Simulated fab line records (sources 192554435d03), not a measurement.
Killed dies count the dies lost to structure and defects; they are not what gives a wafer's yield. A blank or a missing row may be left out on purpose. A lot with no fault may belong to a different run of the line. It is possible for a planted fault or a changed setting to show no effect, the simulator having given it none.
Matching of chambers | flow n5_finfet | N5_HKMG_FIN_ALD_74 on ald_hk-02 has 4 sister chambers
The step deposits La2O3, target thk 0.5 nm, pulse time 6 s, co reactant pulse time 1 s. 16 wafers are shown with their chamber, then 8 later ones without.

== WAFERS, EACH WITH ITS CHAMBER ==
wafer  | chamber | heater_power_w (W) | precursor_pulse_height_rel
L075.1 | 0       | 340                | 1.007
L075.3 | 3       | 285                | 0.978
L075.6 | 2       | 388                | 0.992
L076.1 | 0       | 334                | 0.982
L076.3 | 3       | 280                | 1.014
L076.5 | 0       | 334                | 0.965
L078.1 | 0       | 337                | 1.011
L078.3 | 3       | 291                | 1.003
L078.5 | 1       | 306                | 0.991
L079.2 | 3       | 290                | 1.013
L079.4 | 1       | 305                | 1.009
L079.5 | 2       | 389                | 1.005
L083.3 | 1       | 313                | 0.986
L083.4 | 0       | 334                | 0.984
L083.5 | 2       | 389                | 1.012
L090.3 | 3       | 285                | 0.964

SIGNATURES, as means of the wafers listed above
reading                    | chamber 0 | chamber 1 | chamber 2 | chamber 3 | scatter within a chamber
heater_power_w             | 335.80    | 308.00    | 388.67    | 286.20    | 3.49
precursor_pulse_height_rel | 0.98980   | 0.99533   | 1.00300   | 0.99440   | 0.0181
Rule: for a wafer and a chamber, the distance is found by dividing, reading by reading, the gap between the wafer's reading and the chamber's mean by the reading's scatter, squaring, summing and taking the root. If the next closest chamber is less than 2 further off than the closest, the wafer can't be placed; otherwise it belongs to the closest. The scatter is the square root of a quotient: the sum, over the shown wafers, of each reading's squared deviation from its chamber's mean, divided by wafers minus chambers.

== WAFERS WITHOUT THEIR CHAMBER ==
wafer  | heater_power_w (W) | precursor_pulse_height_rel
L090.4 | 310                | 0.998
L090.6 | 388                | 0.976
L092.1 | 306                | 1.010
L092.2 | 285                | 1.018
L092.3 | 332                | 1.003
L093.3 | 313                | 0.971
L093.4 | 394                | 0.991
L093.6 | 391                | 1.022

== EACH ONE'S CHAMBER ==
wafer  | from the rows above | in truth
L090.4 | 1                   | 1
L090.6 | 2                   | 2
L092.1 | 1                   | 1
L092.2 | 3                   | 3
L092.3 | 0                   | 0
L093.3 | 1                   | 1
L093.4 | 2                   | 2
L093.6 | 2                   | 2
Correct placement for 8 of the 8. From these rows, 0 cannot be placed. 0 placed wrongly.
